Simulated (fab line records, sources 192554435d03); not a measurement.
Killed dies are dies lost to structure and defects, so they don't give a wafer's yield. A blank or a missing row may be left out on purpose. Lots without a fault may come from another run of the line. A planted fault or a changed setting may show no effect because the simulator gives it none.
fab line records | flow n5_finfet
record lots=5 wafers=15 last_day=17
route steps=1938 shown BEOL_M3@980
lots that met no fault: from a run of the same line without faults
start_h: hours from the record's first day to the start of the lot's first wafer shown | wait_h: hours since the lot's step before | " the same as in the row above | L1.1+2: a row that stands for several wafers | - no value, or no start given | * or withheld: withheld | < > ~ a bound
route shown NAME@n: a module of which the file shows steps, and the number in the route of the first | usual: mean/standard deviation of fault-free wafers | same: alike in all rows | chamber/n: place in a boat | sites: the reading at each site | _std_site: their standard deviation | _edge_site: outer sites' mean less inner sites' | radius_mm: how far each site lies from the wafer's centre | mask NAME#n: copy n | behind: the tool/chamber that last shaped the wafer | hold: why the lot was held/for how many hours/how that ended | device: the transistor (n, p or np) that didn't switch | end of line: the same wafers' tests at the end of the route | a step without rows: its recipe alone | killed: dies lost to structure and defects at the first sort, not the wafer's yield | map: a wafer's dies, x killed, . not, _ none there
set.NAME: the setting as run; set.NAME@STEP: as run at that earlier step | model.NAME: the simulator's own value behind a step, which no gauge read
lots at some steps of the route; a table a step, a row a wafer
services: from which hour (start_h, from the record's first day; less than 0 if before it) a tool's chamber was out of use, for how many hours, and why
## steps
# step N5_BEOL_M3_TRENCH_ETCH_37
# recipe chemistry=C4F6/O2 target_depth_a=555.55 target=SiOC time_s=29.2 ion_energy_ev=250 pressure_mtorr=30 source_w=355 bias_w=185 Ar_flow_sccm=300 C4F6_flow_sccm=10 O2_flow_sccm=10
# usual drypump_motor_current_A=5.5/0.49 oes_product_au=0.76/0.061 rf_vpp_V=662/13 showerhead_plenum_p_Torr=2.88/0.11 throttle_valve_pct=21.00/0.2
# columns lot.wafer tool chamber start_h wait_h drypump_motor_current_A oes_product_au rf_hours_counter_h rf_vpp_V showerhead_plenum_p_Torr throttle_valve_pct
L075.2 rie_diel-03 1 - - 5.2 0.74 147 641 2.86 21.17
L075.5 " 1 " " 5.2 0.74 - 644 2.86 21.15
L075.6 " 0 " " 5.3 0.74 - 646 2.84 21.16
L077.1 rie_diel-02 0 - - 5.3 0.74 168 663 2.86 21.19
L077.3 " 3 " " 5.6 0.87 54 667 3.02 20.93
L077.4 " 1 " " 4.9 0.70 203 665 2.73 20.63
L084.1 rie_diel-01 3 - - 5.2 0.76 164 653 2.86 21.19
L084.3 " 2 " " 4.8 0.93 25 656 3.02 20.81
L084.4 " 1 " " 5.8 0.85 45 672 2.98 20.92
L090.2 rie_diel-02 3 - - 5.6 0.83 74 666 3.02 20.93
L090.3 " 1 " " 4.9 0.69 222 666 2.72 20.63
L090.5 " 2 " " 6.1 0.77 - 661 2.64 21.22
L097.1 rie_diel-02 3 - - 5.6 0.82 90 665 3.01 20.97
L097.2 " 2 " " 6.1 0.75 145 661 2.63 21.23
L097.5 " 0 " " 5.3 0.70 - 664 2.84 21.25
# step N5_BEOL_M3_ETCH_41
# recipe chemistry=CH3F/O2 target=SiCN target_depth_a=299 taper_deg=2 time_s=52.5 ion_energy_ev=120 mask_material=TiN pressure_mtorr=30 source_w=395 bias_w=75 Ar_flow_sccm=150 CH3F_flow_sccm=30 O2_flow_sccm=20
# usual CH3F_flow_sccm=30.00/0.085 drypump_motor_current_A=5.5/0.49 oes_product_au=0.76/0.062 rf_vpp_V=297.8/1.9 showerhead_plenum_p_Torr=2.03/0.079 throttle_valve_pct=16.44/0.19
# columns lot.wafer tool chamber start_h wait_h CH3F_flow_sccm drypump_motor_current_A oes_product_au rf_hours_counter_h rf_vpp_V showerhead_plenum_p_Torr throttle_valve_pct
L075.2 rie_diel-03 1 - - 29.95 5.2 0.74 147 297.4 2.01 16.56
L075.5 " 1 " " 29.89 5.2 0.74 - 297.4 2.01 16.55
L075.6 " 0 " " 29.85 5.3 0.74 - 297.3 2.00 16.62
L077.1 rie_diel-02 0 - - 30.11 5.3 0.73 168 296.8 2.01 16.60
L077.3 " 3 " " 30.07 5.6 0.86 54 300.9 2.13 16.30
L077.4 " 1 " " 30.13 4.9 0.72 203 294.4 1.91 16.12
L084.1 rie_diel-01 3 - - 30.16 5.2 0.76 164 296.0 2.01 16.62
L084.3 " 2 " " 29.91 4.8 0.92 25 300.8 2.13 16.20
L084.4 " 1 " " 29.87 5.8 0.85 45 298.6 2.10 16.37
L090.2 rie_diel-02 3 - - 30.02 5.6 0.84 74 299.4 2.12 16.36
L090.3 " 1 " " 29.99 4.9 0.69 222 295.9 1.91 16.17
L090.5 " 2 " " 30.07 6.0 0.77 - 294.9 1.85 16.65
L097.1 rie_diel-02 3 - - 30.04 5.6 0.81 90 299.2 2.12 16.38
L097.2 " 2 " " 30.03 6.0 0.74 145 294.9 1.84 16.68
L097.5 " 0 " " 30.00 5.3 0.70 - 296.5 1.99 16.69
# step N5_BEOL_M3_STRIP_97
# recipe chemistry=N2/H2 time_s=10 power_w=450 temp_c=40 pressure_mtorr=20 rf_frequency_hz=6e+07 bias_power_w=7 n2_flow_sccm=200 h2_flow_sccm=200
# usual drypump_motor_current_A=5.5/0.49 oes_product_au=0.77/0.062 rf_vpp_V=59.3/0.94 showerhead_plenum_p_Torr=2.57/0.11 throttle_valve_pct=23.75/0.27
# columns lot.wafer tool chamber start_h wait_h drypump_motor_current_A oes_product_au rf_hours_counter_h rf_vpp_V showerhead_plenum_p_Torr throttle_valve_pct
L075.2 rie_diel-03 1 - - 5.2 0.75 147 58.5 2.53 23.98
L075.5 " 1 " " 5.2 0.75 - 57.6 2.53 23.98
L075.6 " 0 " " 5.3 0.74 - 60.1 2.52 23.62
L077.1 rie_diel-02 0 - - 5.3 0.74 168 58.4 2.55 24.14
L077.3 " 3 " " 5.6 0.86 54 59.8 2.67 23.38
L077.4 " 1 " " 4.9 0.70 203 58.8 2.40 23.18
L084.1 rie_diel-01 3 - - 5.2 0.76 164 59.4 2.53 23.84
L084.3 " 2 " " 4.8 0.92 25 59.6 2.70 23.60
L084.4 " 1 " " 5.8 0.85 45 60.3 2.71 24.06
L090.2 rie_diel-02 3 - - 5.6 0.83 74 60.4 2.66 23.43
L090.3 " 1 " " 4.9 0.69 222 57.3 2.39 23.18
L090.5 " 2 " " 6.1 0.77 - 59.0 2.33 23.91
L097.1 rie_diel-02 3 - - 5.6 0.80 90 60.7 2.65 23.43
L097.2 " 2 " " 6.0 0.75 145 59.2 2.32 23.91
L097.5 " 0 " " 5.3 0.71 - 59.8 2.53 24.19
# step N5_BEOL_M3_OCD_MEAS_38
# usual trench_depth_nm=55.2/0.97
# columns lot.wafer tool chamber start_h wait_h trench_depth_nm
L075.2 ocd-01 - 151.05 - 55.4
L075.5 " - " " 55.0
L075.6 " - " " 54.5
L077.1 ocd-01 - 181.64 - 54.8
L077.3 " - " " 55.2
L077.4 " - " " 54.2
L084.1 ocd-01 - 206.12 - 56.7
L084.3 " - " " 57.7
L084.4 " - " " 55.2
L090.2 ocd-01 - 247.07 - 54.8
L090.3 " - " " 53.8
L090.5 " - " " 56.1
L097.1 ocd-01 - 296.82 - 54.8
L097.2 " - " " 55.1
L097.5 " - " " 54.3
# step N5_BEOL_M3_HM_STRIP_39
# recipe chemistry=peroxide_tin_strip material=TiN target_depth_a=250 temp_c=50 time_s=158
# usual bath_guard_temp_C=50.1/0.48 bath_heat_duty_pct=7.1/0.76
# columns lot.wafer tool chamber start_h wait_h bath_guard_temp_C bath_heat_duty_pct
L075.2 wet_bench-05 7 151.08 0.0 50.4 6.7
L075.5 " 5 " " 49.2 7.3
L075.6 " 4 " " 50.6 7.2
L077.1 wet_bench-05 4 181.68 0.0 50.6 6.6
L077.3 " 3 " " 49.4 6.8
L077.4 " 1 " " 50.6 7.4
L084.1 wet_bench-03 7 206.16 0.0 50.3 6.6
L084.3 " 0 " " 50.0 6.3
L084.4 " 3 " " 50.7 6.8
L090.2 wet_bench-05 6 247.11 0.0 49.5 6.7
L090.3 " 7 " " 50.7 6.2
L090.5 " 3 " " 49.6 6.8
L097.1 wet_bench-05 3 296.85 0.0 49.8 7.4
L097.2 " 2 " " 50.5 7.5
L097.5 " 6 " " 49.6 6.3
# step N5_BEOL_M3_SRD_40
# recipe time_s=30 temp_c=23 rinse_liquid=diw dry=ipa_marangoni
# usual bath_heat_duty_pct=3.6/0.5
# columns lot.wafer tool chamber start_h wait_h bath_heat_duty_pct
L075.2 wet_bench-05 7 151.13 0.0 3.4
L075.5 " 5 " " 3.6
L075.6 " 4 " " 3.9
L077.1 wet_bench-05 4 181.72 0.0 3.9
L077.3 " 3 " " 4.0
L077.4 " 1 " " 3.4
L084.1 wet_bench-03 7 206.20 0.0 4.0
L084.3 " 0 " " 3.6
L084.4 " 3 " " 3.4
L090.2 wet_bench-05 6 247.16 0.0 3.2
L090.3 " 7 " " 3.6
L090.5 " 3 " " 2.6
L097.1 wet_bench-05 3 296.90 0.0 3.5
L097.2 " 2 " " 3.4
L097.5 " 6 " " 3.4
# step N5_BEOL_M3_PRECLEAN_42
# recipe chemistry=residue_remover time_s=60 temp_c=40
# usual bath_guard_temp_C=40.1/0.47 bath_heat_duty_pct=4.4/0.53
# columns lot.wafer tool chamber start_h wait_h bath_guard_temp_C bath_heat_duty_pct
L075.2 wet_bench-05 7 151.14 0.0 40.7 4.4
L075.5 " 5 " " 39.2 4.6
L075.6 " 4 " " 40.0 4.4
L077.1 wet_bench-05 4 181.74 0.0 40.1 4.9
L077.3 " 3 " " 39.8 4.8
L077.4 " 1 " " 40.2 3.9
L084.1 wet_bench-03 7 206.22 0.0 40.3 3.9
L084.3 " 0 " " 39.5 4.4
L084.4 " 3 " " 40.3 3.9
L090.2 wet_bench-05 6 247.18 0.0 39.7 4.4
L090.3 " 7 " " 40.3 3.7
L090.5 " 3 " " 39.6 4.5
L097.1 wet_bench-05 3 296.92 0.0 39.6 4.0
L097.2 " 2 " " 40.0 5.5
L097.5 " 6 " " 39.9 4.3
# step N5_BEOL_M3_SRD_43
# recipe time_s=30 temp_c=23 rinse_liquid=diw dry=ipa_marangoni
# usual bath_heat_duty_pct=3.6/0.47
# columns lot.wafer tool chamber start_h wait_h bath_heat_duty_pct
L075.2 wet_bench-05 7 151.16 0.0 2.8
L075.5 " 5 " " 4.1
L075.6 " 4 " " 3.3
L077.1 wet_bench-05 4 181.76 0.0 3.5
L077.3 " 3 " " 3.2
L077.4 " 1 " " 3.2
L084.1 wet_bench-03 7 206.24 0.0 4.4
L084.3 " 0 " " 3.6
L084.4 " 3 " " 3.4
L090.2 wet_bench-05 6 247.19 0.0 3.0
L090.3 " 7 " " 3.8
L090.5 " 3 " " 4.2
L097.1 wet_bench-05 3 296.93 0.0 3.7
L097.2 " 2 " " 4.1
L097.5 " 6 " " 2.6
# step N5_BEOL_M3_CD_MEAS_35
# recipe target_cd_nm=18 target_cd_y_nm=21 polarity=opening
# usual cd_nm=17.9/0.34
# columns lot.wafer tool chamber start_h wait_h cd_nm
L075.2 cd_sem-03 - 151.20 0.0 18.1
L075.5 " - " " 18.2
L075.6 " - " " 18.5
L077.1 cd_sem-02 - 181.80 0.0 18.0
L077.3 " - " " 18.0
L077.4 " - " " 17.3
L084.1 cd_sem-01 - 206.28 0.0 18.1
L084.3 " - " " 17.9
L084.4 " - " " 17.9
L090.2 cd_sem-02 - 247.24 0.0 18.0
L090.3 " - " " 17.4
L090.5 " - " " 17.6
L097.1 cd_sem-02 - 296.97 0.0 17.7
L097.2 " - " " 17.3
L097.5 " - " " 18.1
# step N5_BEOL_M3_DEGAS_44
# recipe ambient=vacuum temp_c=250 time_s=60
# usual heater_power_w=345/22
# columns lot.wafer tool chamber start_h wait_h heater_power_w
L075.2 pvd_sputter-03 - 151.52 0.3 328
L075.5 " - " " 336
L075.6 " - " " 343
L077.1 pvd_sputter-02 - 182.75 1.0 372
L077.3 " - " " 352
L077.4 " - " " 349
L084.1 pvd_sputter-01 - 206.78 0.5 340
L084.3 " - " " 326
L084.4 " - " " 348
L090.2 pvd_sputter-03 - 247.47 0.2 329
L090.3 " - " " 342
L090.5 " - " " 339
L097.1 pvd_sputter-01 - 297.44 0.5 355
L097.2 " - " " 321
L097.5 " - " " 328
# step N5_BEOL_M3_PRE_CLEAN_45
# recipe gas=H2/He time_s=30 temp_c=250
# usual heater_power_w=345/21
# columns lot.wafer tool chamber start_h wait_h heater_power_w
L075.2 pvd_sputter-03 - 151.56 0.0 330
L075.5 " - " " 326
L075.6 " - " " 345
L077.1 pvd_sputter-02 - 182.79 0.0 383
L077.3 " - " " 339
L077.4 " - " " 357
L084.1 pvd_sputter-01 - 206.82 0.0 346
L084.3 " - " " 325
L084.4 " - " " 364
L090.2 pvd_sputter-03 - 247.51 0.0 331
L090.3 " - " " 335
L090.5 " - " " 346
L097.1 pvd_sputter-01 - 297.48 0.0 356
L097.2 " - " " 316
L097.5 " - " " 324
# step N5_BEOL_M3_ALD_84
# recipe material=TaN target_thk_a=* temp_c=275 ald_precursor_family=PDMAT ald_co_reactant=NH3 pressure_torr=3 carrier_flow_sccm=1500 pulse_time_s=2 purge_time_s=3 co_reactant_purge_time_s=2 co_reactant_pulse_time_s=3 ald_cycles=30 precursor_vessel_temp_c=75 precursor_vessel_pressure_torr=26.25 precursor_vessel_carrier_sccm=1000
# usual heater_power_w=425/48
# columns lot.wafer tool chamber start_h wait_h heater_power_w since_wet_clean_h
L075.2 ald_metal-03 2 151.64 0.1 422 4430
L075.5 " 0 " " 504 -
L075.6 " 1 " " 472 -
L077.1 ald_metal-03 3 182.87 0.1 346 4461
L077.3 " 1 " " 473 4461
L077.4 " 0 " " 515 4461
L084.1 ald_metal-03 0 206.95 0.1 492 4485
L084.3 " 1 " " 475 -
L084.4 " 0 " " 505 -
L090.2 ald_metal-04 1 247.66 0.1 456 1449
L090.3 " 2 " " 399 1449
L090.5 " 0 " " 398 -
L097.1 ald_metal-03 3 297.58 0.1 358 4576
L097.2 " 2 " " 438 4576
L097.5 " 1 " " 467 -
# step N5_BEOL_M3_SURFACE_TREAT_85
# recipe gas=Ar time_s=* ion_energy_ev=* ion_current_ma_cm2=0.5 pressure_mtorr=* ar_flow_sccm=30
# usual throttle_valve_pct=*
# columns lot.wafer tool chamber start_h wait_h throttle_valve_pct
L075.2 pvd_sputter-03 - 151.92 0.2 *
L075.5 " - " " *
L075.6 " - " " *
L077.1 pvd_sputter-02 - 183.16 0.2 *
L077.3 " - " " *
L077.4 " - " " *
L084.1 pvd_sputter-01 - 207.30 0.3 *
L084.3 " - " " *
L084.4 " - " " *
L090.2 pvd_sputter-03 - 247.89 0.1 *
L090.3 " - " " *
L090.5 " - " " *
L097.1 pvd_sputter-02 - 298.05 0.4 *
L097.2 " - " " *
L097.5 " - " " *
# step N5_BEOL_M3_CVD_47
# recipe material=Co target_thk_a=30 temp_c=withheld precursor=CCTBA/H2 pressure_torr=30 time_s=223.8
# columns lot.wafer tool chamber start_h wait_h since_wet_clean_h
L075.2 cvd_co-01 1 152.06 0.1 15
L075.5 " 2 " " -
L075.6 " 1 " " -
L077.1 cvd_co-02 1 183.22 0.0 1162
L077.3 " 2 " " 265
L077.4 " 1 " " -
L084.1 cvd_co-01 2 207.38 0.1 508
L084.3 " 0 " " 967
L084.4 " 2 " " -
L090.2 cvd_co-02 0 248.18 0.3 790
L090.3 " 1 " " 1227
L090.5 " 1 " " -
L097.1 cvd_co-02 2 298.34 0.3 380
L097.2 " 0 " " 840
L097.5 " 2 " " -
# step N5_BEOL_M3_SPUTTER_48
# recipe material=Cu target_thk_a=45 temp_c=-20 chamber_pressure_pa=0.07 power_w=withheld time_s=8.29
# usual substrate_temp_c=-20.01/0.11 throttle_valve_pct=30.4/1.1
# columns lot.wafer tool chamber start_h wait_h substrate_temp_c throttle_valve_pct
L075.2 pvd_sputter-01 - 152.34 0.2 -20.13 32.7
L075.5 " - " " -20.15 31.4
L075.6 " - " " -20.03 32.8
L077.1 pvd_sputter-03 - 183.79 0.5 -20.11 31.2
L077.3 " - " " -19.99 28.6
L077.4 " - " " -19.98 28.8
L084.1 pvd_sputter-01 - 207.62 0.2 -20.16 31.2
L084.3 " - " " -19.98 33.0
L084.4 " - " " -20.01 30.0
L090.2 pvd_sputter-03 - 248.36 0.1 -19.94 28.4
L090.3 " - " " -20.09 28.6
L090.5 " - " " -20.09 30.5
L097.1 pvd_sputter-03 - 299.22 0.8 -20.13 28.8
L097.2 " - " " -20.13 30.4
L097.5 " - " " -19.80 30.4
# step N5_BEOL_M3_ANNEAL_49
# recipe temp_c=400 time_s=240 ambient=vacuum
# usual heater_power_w=867/55
# columns lot.wafer tool chamber start_h wait_h heater_power_w
L075.2 pvd_sputter-01 - 152.42 0.0 861
L075.5 " - " " 802
L075.6 " - " " 863
L077.1 pvd_sputter-03 - 183.87 0.0 825
L077.3 " - " " 825
L077.4 " - " " 1025
L084.1 pvd_sputter-01 - 207.70 0.0 825
L084.3 " - " " 855
L084.4 " - " " 888
L090.2 pvd_sputter-03 - 248.44 0.0 818
L090.3 " - " " 997
L090.5 " - " " 871
L097.1 pvd_sputter-03 - 299.30 0.0 829
L097.2 " - " " 847
L097.5 " - " " 854
# step N5_BEOL_M3_SPUTTER_79
# recipe material=Cu target_thk_a=45 temp_c=-20 chamber_pressure_pa=0.07 power_w=withheld time_s=8.29
# usual substrate_temp_c=-19.99/0.099 throttle_valve_pct=30.4/1.1
# columns lot.wafer tool chamber start_h wait_h substrate_temp_c throttle_valve_pct
L075.2 pvd_sputter-01 - 152.56 0.1 -19.99 32.5
L075.5 " - " " -20.11 31.4
L075.6 " - " " -20.02 33.1
L077.1 pvd_sputter-03 - 184.01 0.1 -20.03 30.9
L077.3 " - " " -20.17 28.5
L077.4 " - " " -19.90 28.5
L084.1 pvd_sputter-01 - 207.84 0.1 -20.01 31.1
L084.3 " - " " -20.01 32.7
L084.4 " - " " -20.05 30.1
L090.2 pvd_sputter-03 - 248.58 0.1 -20.09 28.6
L090.3 " - " " -19.88 28.9
L090.5 " - " " -20.02 30.3
L097.1 pvd_sputter-03 - 299.44 0.1 -20.04 29.0
L097.2 " - " " -19.85 30.5
L097.5 " - " " -19.92 30.5
# step N5_BEOL_M3_ANNEAL_80
# recipe temp_c=400 time_s=240 ambient=vacuum
# usual heater_power_w=869/58
# columns lot.wafer tool chamber start_h wait_h heater_power_w
L075.2 pvd_sputter-01 - 152.64 0.0 874
L075.5 " - " " 810
L075.6 " - " " 853
L077.1 pvd_sputter-03 - 184.09 0.0 795
L077.3 " - " " 841
L077.4 " - " " 1004
L084.1 pvd_sputter-01 - 207.92 0.0 804
L084.3 " - " " 868
L084.4 " - " " 913
L090.2 pvd_sputter-03 - 248.66 0.0 850
L090.3 " - " " 995
L090.5 " - " " 866
L097.1 pvd_sputter-03 - 299.52 0.0 845
L097.2 " - " " 884
L097.5 " - " " 856
# step N5_BEOL_M3_SPUTTER_81
# recipe material=Cu target_thk_a=45 temp_c=-20 chamber_pressure_pa=0.07 power_w=withheld time_s=8.29
# usual substrate_temp_c=-20.01/0.11 throttle_valve_pct=30.4/1.1
# columns lot.wafer tool chamber start_h wait_h substrate_temp_c throttle_valve_pct
L075.2 pvd_sputter-01 - 152.78 0.1 -20.13 33.0
L075.5 " - " " -20.16 31.5
L075.6 " - " " -20.00 33.0
L077.1 pvd_sputter-03 - 184.23 0.1 -20.07 31.2
L077.3 " - " " -20.04 28.7
L077.4 " - " " -19.98 28.9
L084.1 pvd_sputter-01 - 208.06 0.1 -19.95 31.4
L084.3 " - " " -20.22 33.0
L084.4 " - " " -19.88 29.9
L090.2 pvd_sputter-03 - 248.80 0.1 -20.02 28.5
L090.3 " - " " -20.13 29.0
L090.5 " - " " -19.76 30.6
L097.1 pvd_sputter-03 - 299.66 0.1 -20.14 28.6
L097.2 " - " " -19.95 30.4
L097.5 " - " " -20.04 30.4
# step N5_BEOL_M3_ANNEAL_82
# recipe temp_c=400 time_s=240 ambient=vacuum
# usual heater_power_w=868/58
# columns lot.wafer tool chamber start_h wait_h heater_power_w
L075.2 pvd_sputter-01 - 152.86 0.0 868
L075.5 " - " " 817
L075.6 " - " " 843
L077.1 pvd_sputter-03 - 184.31 0.0 802
L077.3 " - " " 832
L077.4 " - " " 982
L084.1 pvd_sputter-01 - 208.14 0.0 806
L084.3 " - " " 844
L084.4 " - " " 897
L090.2 pvd_sputter-03 - 248.88 0.0 831
L090.3 " - " " 992
L090.5 " - " " 899
L097.1 pvd_sputter-03 - 299.74 0.0 822
L097.2 " - " " 855
L097.5 " - " " 842
# step N5_BEOL_M3_SPUTTER_86
# recipe material=Cu target_thk_a=45 temp_c=-20 chamber_pressure_pa=0.07 power_w=withheld time_s=8.29
# usual substrate_temp_c=-20.01/0.11 throttle_valve_pct=30.4/1.1
# columns lot.wafer tool chamber start_h wait_h substrate_temp_c throttle_valve_pct
L075.2 pvd_sputter-01 - 153.00 0.1 -19.94 32.9
L075.5 " - " " -19.96 31.2
L075.6 " - " " -20.21 32.4
L077.1 pvd_sputter-03 - 184.45 0.1 -19.94 31.0
L077.3 " - " " -20.07 28.8
L077.4 " - " " -19.83 28.8
L084.1 pvd_sputter-01 - 208.28 0.1 -19.81 31.2
L084.3 " - " " -19.97 32.8
L084.4 " - " " -19.87 29.9
L090.2 pvd_sputter-03 - 249.02 0.1 -19.85 28.6
L090.3 " - " " -19.95 28.8
L090.5 " - " " -20.20 30.3
L097.1 pvd_sputter-03 - 299.88 0.1 -20.12 28.8
L097.2 " - " " -20.11 30.5
L097.5 " - " " -20.12 30.3
# step N5_BEOL_M3_ANNEAL_87
# recipe temp_c=400 time_s=240 ambient=vacuum
# usual heater_power_w=866/56
# columns lot.wafer tool chamber start_h wait_h heater_power_w
L075.2 pvd_sputter-01 - 153.08 0.0 862
L075.5 " - " " 810
L075.6 " - " " 862
L077.1 pvd_sputter-03 - 184.53 0.0 819
L077.3 " - " " 837
L077.4 " - " " 995
L084.1 pvd_sputter-01 - 208.36 0.0 815
L084.3 " - " " 867
L084.4 " - " " 892
L090.2 pvd_sputter-03 - 249.10 0.0 829
L090.3 " - " " 1002
L090.5 " - " " 841
L097.1 pvd_sputter-03 - 299.96 0.0 828
L097.2 " - " " 892
L097.5 " - " " 854
# step N5_BEOL_M3_SPUTTER_88
# recipe material=Cu target_thk_a=45 temp_c=-20 chamber_pressure_pa=0.07 power_w=withheld time_s=8.29
# usual substrate_temp_c=-20.00/0.1 throttle_valve_pct=30.4/1.1
# columns lot.wafer tool chamber start_h wait_h substrate_temp_c throttle_valve_pct
L075.2 pvd_sputter-01 - 153.22 0.1 -19.90 32.7
L075.5 " - " " -20.01 31.5
L075.6 " - " " -19.82 33.0
L077.1 pvd_sputter-03 - 184.67 0.1 -19.99 31.3
L077.3 " - " " -19.98 28.6
L077.4 " - " " -20.01 28.7
L084.1 pvd_sputter-01 - 208.50 0.1 -19.83 31.4
L084.3 " - " " -20.01 32.7
L084.4 " - " " -19.92 30.2
L090.2 pvd_sputter-03 - 249.24 0.1 -19.98 28.5
L090.3 " - " " -19.90 28.8
L090.5 " - " " -20.17 30.5
L097.1 pvd_sputter-03 - 300.10 0.1 -20.02 28.6
L097.2 " - " " -20.14 30.6
L097.5 " - " " -20.20 30.5
# step N5_BEOL_M3_ANNEAL_89
# recipe temp_c=400 time_s=240 ambient=vacuum
# usual heater_power_w=867/57
# columns lot.wafer tool chamber start_h wait_h heater_power_w
L075.2 pvd_sputter-01 - 153.30 0.0 857
L075.5 " - " " 808
L075.6 " - " " 883
L077.1 pvd_sputter-03 - 184.75 0.0 838
L077.3 " - " " 844
L077.4 " - " " 981
L084.1 pvd_sputter-01 - 208.58 0.0 827
L084.3 " - " " 858
L084.4 " - " " 907
L090.2 pvd_sputter-03 - 249.32 0.0 824
L090.3 " - " " 1014
L090.5 " - " " 855
L097.1 pvd_sputter-03 - 300.18 0.0 823
L097.2 " - " " 852
L097.5 " - " " 855
# step N5_BEOL_M3_SPUTTER_90
# recipe material=Cu target_thk_a=45 temp_c=-20 chamber_pressure_pa=0.07 power_w=withheld time_s=8.29
# usual substrate_temp_c=-20.00/0.11 throttle_valve_pct=30.4/1.1
# columns lot.wafer tool chamber start_h wait_h substrate_temp_c throttle_valve_pct
L075.2 pvd_sputter-01 - 153.44 0.1 -19.85 32.8
L075.5 " - " " -19.95 31.5
L075.6 " - " " -19.92 32.8
L077.1 pvd_sputter-03 - 184.89 0.1 -19.84 31.3
L077.3 " - " " -19.97 28.6
L077.4 " - " " -20.09 28.9
L084.1 pvd_sputter-01 - 208.72 0.1 -19.90 31.3
L084.3 " - " " -19.99 32.7
L084.4 " - " " -20.07 29.9
L090.2 pvd_sputter-03 - 249.46 0.1 -19.90 28.3
L090.3 " - " " -19.87 29.0
L090.5 " - " " -19.91 30.7
L097.1 pvd_sputter-03 - 300.32 0.1 -20.01 28.8
L097.2 " - " " -19.95 30.4
L097.5 " - " " -19.99 30.4
# step N5_BEOL_M3_ANNEAL_91
# recipe temp_c=400 time_s=240 ambient=vacuum
# usual heater_power_w=866/57
# columns lot.wafer tool chamber start_h wait_h heater_power_w
L075.2 pvd_sputter-01 - 153.52 0.0 864
L075.5 " - " " 822
L075.6 " - " " 863
L077.1 pvd_sputter-03 - 184.97 0.0 825
L077.3 " - " " 819
L077.4 " - " " 981
L084.1 pvd_sputter-01 - 208.80 0.0 798
L084.3 " - " " 848
L084.4 " - " " 914
L090.2 pvd_sputter-03 - 249.54 0.0 826
L090.3 " - " " 1009
L090.5 " - " " 861
L097.1 pvd_sputter-03 - 300.40 0.0 839
L097.2 " - " " 877
L097.5 " - " " 852
# step N5_BEOL_M3_SPUTTER_92
# recipe material=Cu target_thk_a=45 temp_c=-20 chamber_pressure_pa=0.07 power_w=withheld time_s=8.29
# usual substrate_temp_c=-20.03/0.099 throttle_valve_pct=30.4/1.1
# columns lot.wafer tool chamber start_h wait_h substrate_temp_c throttle_valve_pct
L075.2 pvd_sputter-01 - 153.66 0.1 -20.09 32.6
L075.5 " - " " -20.22 31.3
L075.6 " - " " -19.98 32.8
L077.1 pvd_sputter-03 - 185.11 0.1 -20.00 31.1
L077.3 " - " " -20.06 28.8
L077.4 " - " " -19.84 28.8
L084.1 pvd_sputter-01 - 208.94 0.1 -19.91 31.4
L084.3 " - " " -19.94 32.7
L084.4 " - " " -19.99 30.1
L090.2 pvd_sputter-03 - 249.68 0.1 -19.97 28.6
L090.3 " - " " -20.00 29.0
L090.5 " - " " -20.00 30.4
L097.1 pvd_sputter-03 - 300.54 0.1 -20.06 28.7
L097.2 " - " " -19.93 30.3
L097.5 " - " " -19.93 30.2
# step N5_BEOL_M3_ANNEAL_93
# recipe temp_c=400 time_s=240 ambient=vacuum
# usual heater_power_w=868/59
# columns lot.wafer tool chamber start_h wait_h heater_power_w
L075.2 pvd_sputter-01 - 153.74 0.0 850
L075.5 " - " " 808
L075.6 " - " " 868
L077.1 pvd_sputter-03 - 185.19 0.0 815
L077.3 " - " " 857
L077.4 " - " " 1015
L084.1 pvd_sputter-01 - 209.02 0.0 814
L084.3 " - " " 841
L084.4 " - " " 904
L090.2 pvd_sputter-03 - 249.76 0.0 844
L090.3 " - " " 991
L090.5 " - " " 875
L097.1 pvd_sputter-03 - 300.62 0.0 822
L097.2 " - " " 851
L097.5 " - " " 862
# step N5_BEOL_M3_SPUTTER_94
# recipe material=Cu target_thk_a=45 temp_c=-20 chamber_pressure_pa=0.07 power_w=withheld time_s=8.29
# usual substrate_temp_c=-20.01/0.11 throttle_valve_pct=30.4/1.1
# columns lot.wafer tool chamber start_h wait_h substrate_temp_c throttle_valve_pct
L075.2 pvd_sputter-01 - 153.88 0.1 -19.91 32.8
L075.5 " - " " -19.93 31.5
L075.6 " - " " -20.12 32.8
L077.1 pvd_sputter-03 - 185.33 0.1 -19.87 31.1
L077.3 " - " " -19.89 28.5
L077.4 " - " " -19.86 28.9
L084.1 pvd_sputter-01 - 209.16 0.1 -19.82 31.3
L084.3 " - " " -19.96 32.6
L084.4 " - " " -19.82 30.3
L090.2 pvd_sputter-03 - 249.90 0.1 -19.83 28.5
L090.3 " - " " -19.90 29.0
L090.5 " - " " -20.01 30.5
L097.1 pvd_sputter-03 - 300.76 0.1 -19.97 28.6
L097.2 " - " " -20.11 30.5
L097.5 " - " " -20.12 30.6
# step N5_BEOL_M3_ANNEAL_95
# recipe temp_c=400 time_s=240 ambient=vacuum
# usual heater_power_w=869/58
# columns lot.wafer tool chamber start_h wait_h heater_power_w
L075.2 pvd_sputter-01 - 153.96 0.0 879
L075.5 " - " " 812
L075.6 " - " " 839
L077.1 pvd_sputter-03 - 185.41 0.0 809
L077.3 " - " " 829
L077.4 " - " " 1019
L084.1 pvd_sputter-01 - 209.24 0.0 823
L084.3 " - " " 856
L084.4 " - " " 925
L090.2 pvd_sputter-03 - 249.98 0.0 837
L090.3 " - " " 1013
L090.5 " - " " 856
L097.1 pvd_sputter-03 - 300.84 0.0 839
L097.2 " - " " 846
L097.5 " - " " 840
## services
# columns tool chamber start_h hours kind
rie_diel-01 - 127.88 1.2 repair
pvd_sputter-01 - 129.15 1.9 repair
cvd_co-02 - 137.59 2.8 pm
rie_diel-03 - 138.91 0.2 repair
ald_metal-04 - 140.81 0.4 repair
rie_diel-03 2 153.41 8.3 repair
ald_metal-03 - 156.11 8.7 pm
ald_metal-04 - 157.67 0.7 repair
rie_diel-03 1 168.76 2.7 repair
ald_metal-04 2 172.02 31.1 repair
rie_diel-01 1 178.44 15.9 repair
cvd_co-01 - 189.76 1.3 repair
cvd_co-02 2 195.82 16.5 repair
ald_metal-03 2 196.79 18.2 repair
ald_metal-03 3 203.64 4.5 repair
rie_diel-03 0 215.28 6.4 repair
ald_metal-03 - 233.30 28.1 pm
pvd_sputter-02 - 238.19 1.5 repair
cvd_co-01 - 241.20 0.5 repair
rie_diel-01 - 250.99 1.8 repair
ald_metal-03 - 261.40 6.0 pm
cvd_co-02 - 268.73 0.5 repair
pvd_sputter-02 - 285.64 5.0 repair
rie_diel-02 2 286.38 3.2 repair
## key
fault none
